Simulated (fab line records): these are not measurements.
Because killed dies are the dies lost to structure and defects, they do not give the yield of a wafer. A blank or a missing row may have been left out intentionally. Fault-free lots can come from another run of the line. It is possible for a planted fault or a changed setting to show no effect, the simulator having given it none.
Chamber matching    flow n5_finfet    4 sister chambers for N5_SDB_ETCH_25 on rie_diel-02
The step etches SiO2 in C4F6/O2, target depth 10 nm, time 3.3 s. 14 wafers are shown with their chamber, then 7 later ones without.

WAFERS WITH THEIR CHAMBER
wafer   chamber  drypump_motor_current_A (A)  showerhead_plenum_p_Torr (Torr)  throttle_valve_pct (%)
L075.3  2        6.5                          2.89                             21.31
L075.4  3        5.1                          2.83                             21.60
L075.5  0        5.3                          2.80                             20.96
L082.1  0        5.3                          2.79                             20.65
L082.4  3        5.1                          2.82                             21.62
L082.6  1        5.5                          2.94                             21.32
L083.1  0        5.3                          2.79                             20.63
L083.2  3        5.1                          2.82                             21.61
L083.4  3        5.1                          2.82                             21.62
L084.3  0        5.2                          2.79                             20.64
L084.5  3        5.1                          2.82                             21.61
L084.6  1        5.5                          2.94                             21.34
L085.2  3        5.1                          2.82                             21.63
L085.4  0        5.3                          2.79                             20.64

SIGNATURES (means of the wafers above)
reading                   chamber 0  chamber 1  chamber 2  chamber 3  scatter within a chamber
drypump_motor_current_A   5.280      5.500      6.500      5.100      0.0283
showerhead_plenum_p_Torr  2.7920     2.9400     2.8900     2.8217     0.00404
throttle_valve_pct        20.7040    21.3300    21.3100    21.6150    0.091
Rule: a wafer's distance from a chamber is the root of the sum, over the readings, of the square of ((its reading less the chamber's mean) divided by the reading's scatter). If the next closest chamber is less than 2 further off than the closest, the wafer can't be placed; otherwise it belongs to the closest. How the scatter is found: for the shown wafers, subtract from each reading the mean of its chamber, square and add these, divide the total by (wafers less chambers), then take the root.

WAFERS WITH NO CHAMBER GIVEN
wafer   drypump_motor_current_A (A)  showerhead_plenum_p_Torr (Torr)  throttle_valve_pct (%)
L085.6  5.1                          2.82                             21.64
L086.1  5.2                          2.79                             20.65
L086.2  5.5                          2.93                             21.34
L086.4  5.2                          2.79                             20.67
L090.1  5.2                          2.78                             20.68
L090.3  5.1                          2.81                             21.64
L090.6  5.2                          2.78                             20.69

WHICH CHAMBER EACH WENT THROUGH
wafer   from the rows above  in truth
L085.6  3                    3
L086.1  0                    0
L086.2  1                    1
L086.4  0                    0
L090.1  0                    0
L090.3  3                    3
L090.6  0                    0
Placed correctly: 7 of 7. Left unplaced by these rows: 0. Wrongly placed: 0.
